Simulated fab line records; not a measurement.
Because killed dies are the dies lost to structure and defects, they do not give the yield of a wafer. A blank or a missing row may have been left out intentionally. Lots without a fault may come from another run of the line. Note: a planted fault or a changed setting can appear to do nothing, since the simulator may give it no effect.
Chamber matching | flow n5Finfet | N5_MIM_TOP_ETCH_PECVD_03 on pecvd-01 has 3 sister chambers
The step deposits SiNx from SiH4/NH3/N2, target thk 20 nm, time 17.6 s. 14 wafers are shown with their chamber, then 7 later ones without.

## WAFERS, EACH WITH ITS CHAMBER
wafer  | chamber | showerheadPlenumPTorr (Torr) | throttleValvePct (%) | heaterPowerW (W)
L780.1 | 2       | 5.19                         | 36.9                 | 800
L780.2 | 1       | 5.28                         | 42.8                 | 699
L780.3 | 0       | 5.05                         | 39.6                 | 822
L782.3 | 0       | 5.07                         | 39.7                 | 847
L782.4 | 2       | 5.19                         | 36.9                 | 790
L782.6 | 1       | 5.28                         | 42.7                 | 631
L785.3 | 0       | 5.05                         | 39.5                 | 841
L785.4 | 2       | 5.19                         | 37.3                 | 938
L785.6 | 0       | 5.05                         | 39.7                 | 687
L798.2 | 1       | 5.27                         | 42.7                 | 660
L798.5 | 2       | 5.19                         | 37.9                 | 864
L798.6 | 1       | 5.29                         | 42.9                 | 670
L799.1 | 0       | 5.07                         | 40.1                 | 778
L799.2 | 2       | 5.19                         | 37.8                 | 804

SIGNATURES (means of the wafers above)
reading               | chamber 0 | chamber 1 | chamber 2 | scatter within a chamber
showerheadPlenumPTorr | 5.0580    | 5.2800    | 5.1900    | 0.00786
throttleValvePct      | 39.720    | 42.775    | 37.360    | 0.323
heaterPowerW          | 795.00    | 665.00    | 839.20    | 56.8
Rule: for a wafer and a chamber, the distance is found by dividing, reading by reading, the gap between the wafer's reading and the chamber's mean by the reading's scatter, squaring, summing and taking the root. If the next closest chamber is less than 2 further off than the closest, the wafer can't be placed; otherwise it belongs to the closest. The scatter: take each reading less its chamber's mean, square it, sum over the shown wafers, divide by the number of wafers less the number of chambers, and take the root.

## WAFERS MISSING THEIR CHAMBER
wafer  | showerheadPlenumPTorr (Torr) | throttleValvePct (%) | heaterPowerW (W)
L799.3 | 5.28                         | 42.8                 | 697
L802.1 | 5.28                         | 43.0                 | 670
L802.2 | 5.06                         | 40.2                 | 706
L802.4 | 5.19                         | 38.1                 | 907
L801.2 | 5.19                         | 38.0                 | 781
L801.4 | 5.20                         | 37.9                 | 802
L801.5 | 5.07                         | 40.0                 | 740

## WHICH CHAMBER EACH WENT THROUGH
wafer  | from the rows above | in truth
L799.3 | 1                   | 1
L802.1 | 1                   | 1
L802.2 | 0                   | 0
L802.4 | 2                   | 2
L801.2 | 2                   | 2
L801.4 | 2                   | 2
L801.5 | 0                   | 0
Placed correctly: 7 of 7. Not placeable from these rows: 0. Number placed wrongly: 0.
